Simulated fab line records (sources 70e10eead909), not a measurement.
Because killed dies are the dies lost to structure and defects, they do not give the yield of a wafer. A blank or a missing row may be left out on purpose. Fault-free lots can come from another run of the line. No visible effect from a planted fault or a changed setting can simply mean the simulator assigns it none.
fab line records    flow nand_harc    part 2 of 2: steps 26 to 41 of 41
[record] lots = 5  wafers = 15  last_day = 24
route steps=1159 shown P_CONTACT@223 P_M0@253
lots with no fault: from the same line, run without faults
start_h: hours from the record's opening day to when the first of the lot's shown wafers began    wait_h: hours from the lot's prior step to this one    " identical to the entry in the row above    L1.1+2: one row covering several wafers at once    - no value, or no start was given    * or withheld: withheld    < > ~ a bound
route shown NAME@n: a module of which the file shows steps, and the number in the route of the first    usual: mean/standard deviation of fault-free wafers    same: alike in all rows    chamber/n: place in a boat    sites: each site's reading    _std_site: the standard deviation of these    _edge_site: inner sites' mean taken away from outer sites' mean    radius_mm: how far each site lies from the wafer's centre    mask NAME#n: copy n    behind: the last tool/chamber to shape the wafer    hold: why the lot was held/for how many hours/how that ended    device: the transistor (n, p or np) that didn't switch    end of line: tests of these same wafers at the route's end    for a step that has no rows: nothing shown but its recipe    killed: not the wafer's yield, but the dies lost to structure and defects at the first sort    map: per-die view of a wafer (x killed, . not killed, _ where there is no die)
set.NAME: the setting that was run; set.NAME@STEP: the one run at that earlier step    model.NAME: the simulator's own value behind a step, which no gauge read
lots seen at some steps along the route; tables by step, rows by wafer
services: a tool's chamber out of use, with start hour (start_h, from the record's first day; less than 0 if before it), hours out, and reason
[[steps]]
[step NHARC_P_CONTACT_CVD_23]
[recipe] target_thk_a = 2000  temp_c = 300  pressure_torr = 40  wf6_flow_sccm = 40  h2_flow_sccm = 1600  ar_flow_sccm = 1560  time_s = 557  material = W
[usual] heater_power_outer_w = 249/17  heater_power_w = 441/36  throttle_valve_pct = 7.91/0.26
lot.wafer  tool      chamber  start_h  wait_h  heater_power_outer_w  heater_power_w  throttle_valve_pct
L074.3     cvd_w-02  1        -        -       271                   484             8.02
L074.4     "         0        "        "       254                   457             8.02
L074.6     "         1        "        "       267                   490             7.75
L076.2     cvd_w-01  1        -        -       218                   382             7.70
L076.1     "         0        "        "       252                   451             7.62
L076.6     "         1        "        "       228                   379             7.71
L091.2     cvd_w-01  0        -        -       254                   458             7.68
L091.1     "         1        "        "       224                   386             8.00
L091.3     "         1        "        "       224                   390             8.06
L094.1     cvd_w-02  0        -        -       275                   476             8.29
L094.3     "         1        "        "       248                   443             7.76
L094.6     "         1        "        "       249                   449             7.60
L097.2     cvd_w-01  0        -        -       255                   452             7.84
L097.1     "         1        "        "       221                   385             8.16
L097.5     "         0        "        "       253                   459             7.64
[step NHARC_P_CONTACT_CMP_24]
[recipe] t_overpolish_s = 30  target_thk_nm = 200
[usual] motor_current_A = 11.9/1.2  overpolish_run_s = 30.000/0.0086  time_to_endpoint_s = 39/3.6
lot.wafer  tool    chamber  start_h  wait_h  motor_current_A  overpolish_run_s  time_to_endpoint_s
L074.4     cmp-03  0        123.87   0.3     11.7             30.002            38
L074.3     "       1        "        "       12.8             29.998            35
L074.6     "       3        "        "       13.1             29.994            38
L076.2     cmp-01  2        133.43   0.6     12.3             30.004            36
L076.1     "       0        "        "       12.4             29.988            40
L076.6     "       2        "        "       13.1             29.996            36
L091.3     cmp-02  0        218.82   0.3     10.3             29.988            39
L091.2     "       1        "        "       11.7             30.002            41
L091.1     "       2        "        "       13.0             30.001            36
L094.3     cmp-01  0        230.91   0.3     12.7             30.000            42
L094.1     "       2        "        "       12.5             30.002            37
L094.6     "       3        "        "       10.2             30.001            33
L097.2     cmp-01  3        246.53   0.6     9.6              29.999            36
L097.1     "       1        "        "       11.7             30.007            32
L097.5     "       3        "        "       9.9              29.990            37
[step NHARC_P_CONTACT_SRD_26]
lot.wafer   tool          chamber  start_h  wait_h
L074.6+4+3  wet_bench-04  0,1,3    124.15   0.0
L076.1+2+6  wet_bench-04  2,3,6    133.75   0.0
L091.3+1+2  wet_bench-04  6,7,0    219.13   0.0
L094.1+6+3  wet_bench-01  5,6,7    231.22   0.0
L097.2+5+1  wet_bench-01  3,5,6    246.85   0.0
[step NHARC_P_CONTACT_INSPECT_27]
[usual] raw_defect_count = 349/120
lot.wafer  tool               chamber  start_h  wait_h  raw_defect_count
L074.3     defect_inspect-01  -        124.22   0.1     372
L074.4     "                  -        "        "       331
L074.6     "                  -        "        "       384
L076.1     defect_inspect-02  -        133.83   0.1     557
L076.2     "                  -        "        "       355
L076.6     "                  -        "        "       289
L091.1     defect_inspect-01  -        219.22   0.1     278
L091.2     "                  -        "        "       320
L091.3     "                  -        "        "       327
L094.1     defect_inspect-01  -        231.29   0.1     291
L094.3     "                  -        "        "       375
L094.6     "                  -        "        "       300
L097.1     defect_inspect-02  -        246.93   0.1     217
L097.2     "                  -        "        "       148
L097.5     "                  -        "        "       272
[step NHARC_P_M0_DEP_00]
[recipe] target_thk_a = 1500  target_thk_nm = 150  temp_c = withheld  pressure_torr = 5  flow_sccm = 200  rf_w = 600  material = SiOC
lot.wafer   tool      chamber  start_h  wait_h
L074.3+4+6  pecvd-02  0,0,1    124.47   0.3
L076.2+1+6  pecvd-03  2,0,2    133.90   0.1
L091.2+3+1  pecvd-02  0,1,2    219.29   0.1
L094.3+1+6  pecvd-02  1,0,1    231.36   0.1
L097.1+2+5  pecvd-03  2,0,1    247.04   0.1
[step NHARC_P_M0_DEHYDRATE_01]
[recipe] temp_c = 150  time_s = 120
lot.wafer   tool            chamber  start_h  wait_h
L074.3+4+6  litho_track-04  0        124.88   -
L076.1+2+6  litho_track-04  0        134.30   -
L091.1+2+3  litho_track-04  0        219.69   -
L094.1+3+6  litho_track-04  0        231.76   -
L097.1+2+5  litho_track-06  0        247.40   -
[step NHARC_P_M0_HMDS_02]
[recipe] time_s = 30
lot.wafer   tool            chamber  start_h  wait_h
L074.3+4+6  litho_track-04  0        -        -
L076.1+2+6  litho_track-04  0        -        -
L091.1+2+3  litho_track-04  0        -        -
L094.1+3+6  litho_track-04  0        -        -
L097.1+2+5  litho_track-06  0        -        -
[step NHARC_P_M0_COAT_33]
[recipe] temp_c = 200  time_s = 65
lot.wafer   tool            chamber  start_h  wait_h
L074.3+4+6  litho_track-04  0        -        -
L076.1+2+6  litho_track-04  0        -        -
L091.1+2+3  litho_track-04  0        -        -
L094.1+3+6  litho_track-04  0        -        -
L097.1+2+5  litho_track-06  0        -        -
[step NHARC_P_M0_COAT_03]
[recipe] spin_rpm = 1500  resist_thk_nm = 90
lot.wafer   tool            chamber  start_h  wait_h
L074.3+4+6  litho_track-04  0        -        -
L076.1+2+6  litho_track-04  0        -        -
L091.1+2+3  litho_track-04  0        -        -
L094.1+3+6  litho_track-04  0        -        -
L097.1+2+5  litho_track-06  0        -        -
[step NHARC_P_M0_SOFTBAKE_04]
[recipe] temp_c = 105  time_s = 55
lot.wafer   tool            chamber  start_h  wait_h
L074.3+4+6  litho_track-04  0        -        -
L076.1+2+6  litho_track-04  0        -        -
L091.1+2+3  litho_track-04  0        -        -
L094.1+3+6  litho_track-04  0        -        -
L097.1+2+5  litho_track-06  0        -        -
[step NHARC_P_M0_EBR_05]
lot.wafer   tool            chamber  start_h  wait_h
L074.3+4+6  litho_track-04  0        -        -
L076.1+2+6  litho_track-04  0        -        -
L091.1+2+3  litho_track-04  0        -        -
L094.1+3+6  litho_track-04  0        -        -
L097.1+2+5  litho_track-06  0        -        -
[step NHARC_P_M0_EXPOSE_06]
[recipe] na = 1.35  target_cd_nm = 90  dose_mj = 81.28  mask_id = P_M0
[usual] reticle_temp_C = 23.00/0.095
lot.wafer  tool             chamber  start_h  wait_h  mask    reticle_temp_C
L074.3     arfi_scanner-03  0        125.05   -       P_M0#0  23.05
L074.4     "                0        "        "       P_M0#0  23.11
L074.6     "                0        "        "       P_M0#0  23.09
L076.1     arfi_scanner-03  0        134.59   -       P_M0#0  23.08
L076.2     "                0        "        "       P_M0#0  22.99
L076.6     "                0        "        "       P_M0#0  22.96
L091.1     arfi_scanner-01  0        219.98   -       P_M0#0  23.09
L091.2     "                0        "        "       P_M0#0  22.95
L091.3     "                0        "        "       P_M0#0  23.03
L094.1     arfi_scanner-01  0        231.92   -       P_M0#0  23.01
L094.3     "                0        "        "       P_M0#0  23.08
L094.6     "                0        "        "       P_M0#0  23.01
L097.1     arfi_scanner-03  0        247.69   -       P_M0#0  22.89
L097.2     "                0        "        "       P_M0#0  22.98
L097.5     "                0        "        "       P_M0#0  22.97
[step NHARC_P_M0_PEB_07]
[recipe] peb_temp_c = 100  peb_time_s = 65
lot.wafer   tool            chamber  start_h  wait_h
L074.3+4+6  litho_track-06  0        125.10   0.0
L076.1+2+6  litho_track-06  0        134.65   0.1
L091.1+2+3  litho_track-06  0        220.04   0.1
L094.1+3+6  litho_track-01  0        231.98   0.1
L097.1+2+5  litho_track-01  0        247.75   0.1
[step NHARC_P_M0_DEVELOP_08]
[recipe] develop_time_s = 35  dev_temp_c = 23
lot.wafer   tool            chamber  start_h  wait_h
L074.3+4+6  litho_track-06  0        -        -
L076.1+2+6  litho_track-06  0        -        -
L091.1+2+3  litho_track-06  0        -        -
L094.1+3+6  litho_track-01  0        -        -
L097.1+2+5  litho_track-01  0        -        -
[step NHARC_P_M0_CD_MEAS_09]
[recipe] target_cd_nm = 90  landing_energy_ev = 500
[usual] cd_nm = 90.2/0.81
lot.wafer  tool       chamber  start_h  wait_h  cd_nm
L074.3     cd_sem-03  0        125.19   -       90.8
L074.4     "          0        "        "       90.3
L074.6     "          0        "        "       90.1
L076.1     cd_sem-03  0        134.73   -       91.3
L076.2     "          0        "        "       91.4
L076.6     "          0        "        "       90.3
L091.1     cd_sem-02  0        220.12   -       90.4
L091.2     "          0        "        "       90.3
L091.3     "          0        "        "       90.3
L094.1     cd_sem-02  0        232.07   -       89.4
L094.3     "          0        "        "       89.0
L094.6     "          0        "        "       89.7
L097.1     cd_sem-03  0        247.83   -       89.8
L097.2     "          0        "        "       91.2
L097.5     "          0        "        "       90.3
[step NHARC_P_M0_OVL_MEAS_10]
[recipe] pitch_nm = 180
[usual] overlay_x_nm = 0.1/0.97  overlay_y_nm = -0.1/0.74
lot.wafer  tool        chamber  start_h  wait_h  overlay_x_nm  overlay_y_nm
L074.3     overlay-02  -        125.27   -       0.2           0.5
L074.4     "           -        "        "       0.8           0.1
L074.6     "           -        "        "       0.3           0.0
L076.1     overlay-02  -        134.82   -       1.1           -0.2
L076.2     "           -        "        "       1.1           -0.3
L076.6     "           -        "        "       1.6           0.4
L091.1     overlay-01  -        220.21   -       -0.5          -1.0
L091.2     "           -        "        "       -0.2          -0.8
L091.3     "           -        "        "       -0.7          -0.4
L094.1     overlay-02  -        232.15   -       0.4           -0.4
L094.3     "           -        "        "       1.3           0.1
L094.6     "           -        "        "       1.4           0.3
L097.1     overlay-01  -        247.92   -       0.3           -0.2
L097.2     "           -        "        "       0.4           -0.8
L097.5     "           -        "        "       0.8           -0.4
[[services]]
tool             chamber  start_h  hours  kind
litho_track-01   -        93.00    7.0    pm
rie_diel-13      -        99.01    9.0    pm
rie_diel-09      -        100.80   1.1    repair
rie_diel-09      3        115.37   3.9    repair
litho_track-06   -        117.00   7.0    pm
rie_diel-01      -        137.85   9.0    pm
arfi_scanner-03  -        140.00   4.0    pm
litho_track-04   -        141.00   7.0    pm
rie_diel-09      0        152.01   9.6    repair
rie_diel-01      -        152.35   4.5    repair
arfi_scanner-03  -        158.15   4.4    repair
pvd_sputter-01   -        158.83   10.0   pm
rie_diel-01      0        159.23   6.3    repair
rie_diel-09      -        160.46   0.9    repair
rie_diel-09      3        165.20   11.1   repair
rie_diel-01      1        179.86   7.3    repair
pvd_sputter-02   -        206.10   2.2    repair
pvd_sputter-02   -        214.00   10.0   pm
rie_diel-01      1        215.95   7.9    repair
rie_diel-01      3        219.31   15.7   repair
rie_diel-09      1        220.08   3.0    repair
rie_diel-13      -        237.10   0.2    repair
pvd_sputter-01   -        240.30   3.6    repair
arfi_scanner-03  -        244.61   0.4    repair
